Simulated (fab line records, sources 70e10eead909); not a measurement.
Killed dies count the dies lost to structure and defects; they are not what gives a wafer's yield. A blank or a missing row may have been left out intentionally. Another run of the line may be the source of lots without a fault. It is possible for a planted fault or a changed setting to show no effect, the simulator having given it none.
Matching of chambers ; flow nand-harc ; NHARC_P_GATE_DESCUM_93 on rie-diel-11 has 4 sister chambers
The step chemistry O2, time 3 s. 4 wafers are shown with their chamber, then 11 later ones without.

## WAFERS WITH THEIR CHAMBER
wafer;chamber;drypump-motor-current-A (A)
L080.2;2;5.4
L086.3;0;5.8
L086.4;1;5.6
L090.1;3;6.3

## WAFERS WITHOUT THEIR CHAMBER
wafer;drypump-motor-current-A (A)
L090.3;5.8
L090.5;5.5
L093.1;6.3
L093.2;5.4
L093.5;6.3
L096.3;5.4
L096.5;5.8
L096.6;6.3
L097.2;5.4
L097.3;6.3
L097.6;6.3

## EACH ONE'S CHAMBER
wafer;from the rows above;in truth
L090.3;0;0
L090.5;can't be placed: 1 or 2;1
L093.1;3;3
L093.2;2;2
L093.5;3;3
L096.3;2;2
L096.5;0;0
L096.6;3;3
L097.2;2;2
L097.3;3;3
L097.6;3;3
Correctly placed: 10 of 11. From these rows, 1 cannot be placed; in 1 the true chamber is one of the candidates. Placed wrongly: 0.
How it was worked out, from the rows above alone: a wafer's distance from a chamber is the root of the sum, over the readings, of the square of ((its reading less the chamber's mean) divided by the reading's scatter). If the next closest chamber is less than 2 further off than the closest, the wafer can't be placed; otherwise it belongs to the closest. A chamber's mean is the mean of its shown wafers. The scatter: root of mean squared gap, hidden wafer to nearest shown wafer, with one shown wafer a chamber.
